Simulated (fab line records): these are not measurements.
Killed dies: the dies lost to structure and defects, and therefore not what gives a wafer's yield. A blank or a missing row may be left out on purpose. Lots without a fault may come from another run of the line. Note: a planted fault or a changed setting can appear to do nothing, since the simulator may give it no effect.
Comparing a struck lot with a sound one | flow nand-harc | 39 steps out of a route of 1302
Sound: wafers L201.1, L201.2, L201.4. Struck: wafers L208.3, L208.4, L208.6. At the end, the cause is stated.
Per side, at each step with rows, come the tool, then ch with its chambers, and then its first start. Under that, the readings that differ: sound wafers | struck wafers | difference of the means | sigmas: that difference in standard deviations of wafers without a fault.
alike: readings with means less than 2 such deviations apart, plus words and numbers identical on both sides. not compared: withheld readings, readings lacking a value on some wafer, bounds such as >300 that could conceal the same value, and numbers that have no deviation in the record and whose values overlap.
The two part at a step that has a row with sigmas, a row that says differs or no value, or rows on one side only. Non-overlapping numbers with no deviation appear without sigmas and do not part them. A reading missing from all wafers of one side parts the sides only when that side holds two or more wafers.

first, 6 steps without rows for these wafers: NHARC_A_CHANNEL_HOLE_D1_STRIP_42 (strips in CF4/CHF3); NHARC_A_CHANNEL_HOLE_D1_STRIP_43 (strips in O2/COS); NHARC_A_CHANNEL_HOLE_D1_ETCH_44 (etches the open film in CF4/O2, target depth 140 nm, overetch 14 nm, time 77 s); NHARC_A_CHANNEL_HOLE_D1_STRIP_27 (strips in O2); NHARC_A_CHANNEL_HOLE_D1_PRECLEAN_28 (cleans in SC1); NHARC_A_CHANNEL_HOLE_D1_SRD_29.
NHARC_A_CHANNEL_HOLE_D1_CD_MEAS_30:
  sound on cd-sem-01, day 9 18:53; struck on cd-sem-03, day 12 02:31
  alike: cd-nm
after that, 1 step had no rows for these wafers: NHARC_A_CHANNEL_HOLE_D1_XSEM_31.
NHARC_A_CHANNEL_HOLE_D1_INSPECT_40:
  sound on defect-inspect-01, day 9 19:05; struck on defect-inspect-01, day 12 02:42
  alike: raw-defect-count
then, 2 steps without rows for these wafers: NHARC_A_CHANNEL_FILL_D1_PRECLEAN_00 (cleans in SC1); NHARC_A_CHANNEL_FILL_D1_SRD_01.
NHARC_A_CHANNEL_FILL_D1_ALD_02: deposits SiO2, target thk 6 nm, pulse time 10 s, ald cycles 60.
  sound on ald-hk-03 ch 0,2,3, day 9 19:16; struck on ald-hk-04 ch 1,2, day 12 02:55
  alike: heater-power-w, precursor-pulse-height-rel
NHARC_A_CHANNEL_FILL_D1_ALD_03: deposits SiNx, target thk 6 nm, pulse time 60 s, ald cycles 58.
  sound on ald-sin-batch-02 ch 0, day 9 22:13; struck on ald-sin-batch-03 ch 0, day 12 06:22
  alike: precursor-pulse-height-rel
then, 5 steps without rows for these wafers: NHARC_A_CHANNEL_FILL_D1_ALD_14 (deposits SiO2, target thk 2.5 nm, pulse time 10 s, ald cycles 25); NHARC_A_CHANNEL_FILL_D1_ALD_15 (deposits SiNx, target thk 2 nm, pulse time 60 s, ald cycles 19); NHARC_A_CHANNEL_FILL_D1_ALD_16 (deposits SiO2, target thk 1.5 nm, pulse time 10 s, ald cycles 15); NHARC_A_CHANNEL_FILL_D1_ANNEAL_17 (time 1800 s); NHARC_A_CHANNEL_FILL_D1_CVD_18 (deposits poly-Si, target thk 3 nm).
NHARC_A_CHANNEL_FILL_D1_ETCHBACK_19: etches the open film in HBr/Cl2, target depth 5 nm, time 1.7 s.
  sound on rie-si-02 ch 1,2,3, day 10 19:47; struck on rie-si-03 ch 0,2, day 13 03:55
  alike: bias-w, drypump-motor-current-A, oes-product-au, throttle-valve-pct
  not compared: rf-hours-counter-h
then, 1 step without rows for these wafers: NHARC_A_CHANNEL_FILL_D1_ETCHBACK_20 (etches the open film in C4F8/O2/Ar, target depth 27 nm, time 13.5 s).
NHARC_A_CHANNEL_FILL_D1_STRIP_28: strips in O2, time 20 s.
  sound on rie-diel-07 ch 1,2,3, day 10 20:00; struck on rie-diel-07 ch 0,2,3, day 13 04:10
  alike: drypump-motor-current-A, oes-product-au, rf-vpp-V, showerhead-plenum-p-Torr, throttle-valve-pct
  not compared: rf-hours-counter-h
then, 4 steps without rows for these wafers: NHARC_A_CHANNEL_FILL_D1_PRECLEAN_21 (cleans in dHF, time 30 s); NHARC_A_CHANNEL_FILL_D1_SRD_23; NHARC_A_CHANNEL_FILL_D1_CVD_05 (deposits poly-Si, target thk 5 nm); NHARC_A_CHANNEL_FILL_D1_ANNEAL_22 (time 7200 s).
NHARC_A_CHANNEL_FILL_D1_ALD_25: deposits SiOx, target thk 60 nm, pulse time 10 s, ald cycles 600.
  sound on ald-hk-02 ch 1,2,3, day 11 08:10; struck on ald-hk-02 ch 0,1,3, day 13 15:52
  alike: heater-power-w, precursor-pulse-height-rel
NHARC_A_CHANNEL_FILL_D1_ETCHBACK_08: etches the open film in C4F8, target depth 220 nm, time 110 s.
  sound: rie-diel-11 ch 0,2,3; struck: rie-diel-07 ch 0,3
  alike: oes-product-au, rf-vpp-V
  not compared: rf-hours-counter-h
then, 11 steps without rows for these wafers: NHARC_A_CHANNEL_FILL_D1_STRIP_29 (strips in O2, time 20 s); NHARC_A_CHANNEL_FILL_D1_PRECLEAN_30 (cleans in dHF, time 30 s); NHARC_A_CHANNEL_FILL_D1_SRD_31; NHARC_A_CHANNEL_FILL_D1_CVD_09 (deposits poly-Si, target thk 150 nm, time 3000 s); NHARC_A_CHANNEL_FILL_D1_CMP_10 (polishes, target thk 150 nm); NHARC_A_CHANNEL_FILL_D1_SRD_12; NHARC_A_DECK1_JOINT_ETCHBACK_07 (etches the open film in HBr, target depth 105 nm, time 26.9 s); NHARC_A_DECK1_JOINT_ETCH_25 (etches SiO2 in dHF, target depth 0.5 nm); NHARC_A_DECK1_JOINT_ETCH_19 (etches poly-Si in TMAH, target depth 3 nm); NHARC_A_DECK1_JOINT_ETCH_18 (etches SiO2 in dHF, target depth 3 nm); NHARC_A_DECK1_JOINT_WET_08 (chemistry H3PO4, time 86 s).
-- jump in the record: it breaks off in module A_DECK1_JOINT and resumes in module END (first step shown: number 1302 of the route), and 15 days separate the struck wafers' starts before and after --
NHARC_END_SORT_01:
  the record has rows for the struck wafers here (prober-02 ch 0, day 28 10:37) and none for the sound ones

## WHERE THEY PART
NHARC_END_SORT_01 only, going by this record.

WHY: what the simulator had put in
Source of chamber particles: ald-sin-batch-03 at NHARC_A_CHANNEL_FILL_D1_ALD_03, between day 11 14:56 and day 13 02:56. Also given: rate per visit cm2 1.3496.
